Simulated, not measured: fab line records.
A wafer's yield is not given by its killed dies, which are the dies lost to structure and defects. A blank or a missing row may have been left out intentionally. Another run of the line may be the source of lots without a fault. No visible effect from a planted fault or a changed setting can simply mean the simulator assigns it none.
Matching of chambers | flow n5 finfet | rie diel-03 running N5_BEOL_M9_STRIP_67: 4 sister chambers
The step strips in CF4. 22 wafers are shown with their chamber, then 11 later ones without.

WAFERS PAIRED WITH THEIR CHAMBERS
wafer  | chamber | showerhead plenum p Torr (Torr) | throttle valve pct (%) | oes product au (a.u.)
L079.1 | 3       | 1.85                            | 13.72                  | 0.70
L079.3 | 0       | 1.74                            | 13.34                  | 0.83
L079.4 | 1       | 1.78                            | 13.42                  | 0.76
L080.2 | 3       | 1.85                            | 13.73                  | 0.70
L080.3 | 2       | 1.73                            | 13.77                  | 0.74
L080.6 | 3       | 1.85                            | 13.73                  | 0.69
L082.4 | 1       | 1.78                            | 13.41                  | 0.75
L082.5 | 0       | 1.74                            | 13.32                  | 0.82
L082.6 | 1       | 1.78                            | 13.41                  | 0.76
L085.2 | 0       | 1.74                            | 13.34                  | 0.82
L085.3 | 1       | 1.78                            | 13.41                  | 0.76
L085.5 | 1       | 1.78                            | 13.42                  | 0.76
L081.3 | 2       | 1.73                            | 13.79                  | 0.75
L081.5 | 1       | 1.78                            | 13.44                  | 0.76
L081.6 | 0       | 1.74                            | 13.34                  | 0.82
L087.1 | 2       | 1.72                            | 13.80                  | 0.74
L087.3 | 0       | 1.73                            | 13.35                  | 0.82
L087.6 | 2       | 1.72                            | 13.79                  | 0.74
L088.2 | 2       | 1.72                            | 13.79                  | 0.74
L088.4 | 1       | 1.78                            | 13.45                  | 0.76
L088.5 | 2       | 1.72                            | 13.80                  | 0.75
L090.1 | 3       | 1.85                            | 13.77                  | 0.69

SIGNATURES (averages over the wafers above)
reading                  | chamber 0 | chamber 1 | chamber 2 | chamber 3 | scatter within a chamber
showerhead plenum p Torr | 1.7380    | 1.7800    | 1.7233    | 1.8500    | 0.00344
throttle valve pct       | 13.3380   | 13.4229   | 13.7900   | 13.7375   | 0.0151
oes product au           | 0.8220    | 0.7586    | 0.7433    | 0.6950    | 0.00471
Rule: distance of a wafer from a chamber = root of the sum over the readings of ((wafer's reading minus chamber's mean) / reading's scatter) squared. If the next closest chamber is less than 2 further off than the closest, the wafer can't be placed; otherwise it belongs to the closest. How the scatter is found: for the shown wafers, subtract from each reading the mean of its chamber, square and add these, divide the total by (wafers less chambers), then take the root.

WAFERS WITHOUT THEIR CHAMBER
wafer  | showerhead plenum p Torr (Torr) | throttle valve pct (%) | oes product au (a.u.)
L090.3 | 1.77                            | 13.45                  | 0.75
L090.5 | 1.77                            | 13.48                  | 0.74
L093.2 | 1.77                            | 13.46                  | 0.74
L093.3 | 1.85                            | 13.77                  | 0.69
L093.5 | 1.73                            | 13.37                  | 0.81
L092.2 | 1.72                            | 13.83                  | 0.73
L092.3 | 1.77                            | 13.47                  | 0.74
L092.6 | 1.73                            | 13.38                  | 0.80
L096.1 | 1.77                            | 13.49                  | 0.74
L096.2 | 1.73                            | 13.39                  | 0.80
L096.5 | 1.73                            | 13.38                  | 0.80

CHAMBER TAKEN BY EACH
wafer  | from the rows above | in truth
L090.3 | 1                   | 1
L090.5 | 1                   | 1
L093.2 | 1                   | 1
L093.3 | 3                   | 3
L093.5 | 0                   | 0
L092.2 | 2                   | 2
L092.3 | 1                   | 1
L092.6 | 0                   | 0
L096.1 | 1                   | 1
L096.2 | 0                   | 0
L096.5 | 0                   | 0
11 of 11 placed correctly. Left unplaced by these rows: 0. Number placed wrongly: 0.
